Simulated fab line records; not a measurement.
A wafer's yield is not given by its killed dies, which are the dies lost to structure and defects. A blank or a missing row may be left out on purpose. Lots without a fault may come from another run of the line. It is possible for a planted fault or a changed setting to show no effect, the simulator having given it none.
Chamber matching :: flow n5Finfet :: 4 sister chambers for N5_FIN_SAQP_ETCH_69 on rieDiel-03
The step etches SOC in N2/H2, stops on SiNx, target depth 150 nm. 14 wafers are shown with their chamber, then 7 later ones without.

WAFERS WITH THEIR CHAMBER
wafer: L075.2
chamber: 0
drypumpMotorCurrentA (A): 5.5
showerheadPlenumPTorr (Torr): 2.71
throttleValvePct (%): 17.14

wafer: L075.4
chamber: 1
drypumpMotorCurrentA (A): 6.1
showerheadPlenumPTorr (Torr): 2.61
throttleValvePct (%): 17.89

wafer: L075.6
chamber: 0
drypumpMotorCurrentA (A): 5.5
showerheadPlenumPTorr (Torr): 2.71
throttleValvePct (%): 17.13

wafer: L078.2
chamber: 0
drypumpMotorCurrentA (A): 5.4
showerheadPlenumPTorr (Torr): 2.71
throttleValvePct (%): 17.13

wafer: L078.5
chamber: 2
drypumpMotorCurrentA (A): 5.6
showerheadPlenumPTorr (Torr): 2.60
throttleValvePct (%): 17.62

wafer: L078.6
chamber: 3
drypumpMotorCurrentA (A): 6.0
showerheadPlenumPTorr (Torr): 2.56
throttleValvePct (%): 17.62

wafer: L080.2
chamber: 0
drypumpMotorCurrentA (A): 5.5
showerheadPlenumPTorr (Torr): 2.70
throttleValvePct (%): 17.17

wafer: L080.5
chamber: 3
drypumpMotorCurrentA (A): 6.0
showerheadPlenumPTorr (Torr): 2.56
throttleValvePct (%): 17.63

wafer: L080.6
chamber: 0
drypumpMotorCurrentA (A): 5.5
showerheadPlenumPTorr (Torr): 2.70
throttleValvePct (%): 17.16

wafer: L084.2
chamber: 1
drypumpMotorCurrentA (A): 6.1
showerheadPlenumPTorr (Torr): 2.61
throttleValvePct (%): 17.47

wafer: L084.4
chamber: 3
drypumpMotorCurrentA (A): 6.0
showerheadPlenumPTorr (Torr): 2.56
throttleValvePct (%): 17.65

wafer: L084.6
chamber: 0
drypumpMotorCurrentA (A): 5.5
showerheadPlenumPTorr (Torr): 2.70
throttleValvePct (%): 17.18

wafer: L088.2
chamber: 1
drypumpMotorCurrentA (A): 6.1
showerheadPlenumPTorr (Torr): 2.60
throttleValvePct (%): 17.49

wafer: L088.4
chamber: 3
drypumpMotorCurrentA (A): 6.0
showerheadPlenumPTorr (Torr): 2.55
throttleValvePct (%): 17.66

SIGNATURES (averages over the wafers above)
reading: drypumpMotorCurrentA
chamber 0: 5.483
chamber 1: 6.100
chamber 2: 5.600
chamber 3: 6.000
scatter within a chamber: 0.0289

reading: showerheadPlenumPTorr
chamber 0: 2.7050
chamber 1: 2.6067
chamber 2: 2.6000
chamber 3: 2.5575
scatter within a chamber: 0.0054

reading: throttleValvePct
chamber 0: 17.1517
chamber 1: 17.6167
chamber 2: 17.6200
chamber 3: 17.6400
scatter within a chamber: 0.107
Rule: a wafer's distance from a chamber is the root of the sum, over the readings, of the square of ((its reading less the chamber's mean) divided by the reading's scatter). The wafer belongs to the nearest chamber; if the next one is less than 2 further off, it can't be placed. The scatter: the root of (the sum of the squares of (reading less its chamber's mean) over the shown wafers, divided by (wafers less chambers)).

WAFERS WITHOUT THEIR CHAMBER
wafer: L088.5
drypumpMotorCurrentA (A): 5.5
showerheadPlenumPTorr (Torr): 2.69
throttleValvePct (%): 17.20

wafer: L090.3
drypumpMotorCurrentA (A): 5.5
showerheadPlenumPTorr (Torr): 2.69
throttleValvePct (%): 17.21

wafer: L090.4
drypumpMotorCurrentA (A): 6.0
showerheadPlenumPTorr (Torr): 2.55
throttleValvePct (%): 17.67

wafer: L090.5
drypumpMotorCurrentA (A): 6.2
showerheadPlenumPTorr (Torr): 2.60
throttleValvePct (%): 17.50

wafer: L093.2
drypumpMotorCurrentA (A): 5.5
showerheadPlenumPTorr (Torr): 2.69
throttleValvePct (%): 17.23

wafer: L093.3
drypumpMotorCurrentA (A): 5.6
showerheadPlenumPTorr (Torr): 2.59
throttleValvePct (%): 17.26

wafer: L093.4
drypumpMotorCurrentA (A): 6.2
showerheadPlenumPTorr (Torr): 2.60
throttleValvePct (%): 17.50

EACH ONE'S CHAMBER
wafer: L088.5
from the rows above: 0
in truth: 0

wafer: L090.3
from the rows above: 0
in truth: 0

wafer: L090.4
from the rows above: 3
in truth: 3

wafer: L090.5
from the rows above: 1
in truth: 1

wafer: L093.2
from the rows above: 0
in truth: 0

wafer: L093.3
from the rows above: 2
in truth: 2

wafer: L093.4
from the rows above: 1
in truth: 1
Correct placement for 7 of the 7. Number that these rows cannot place: 0. Placed wrongly: 0.
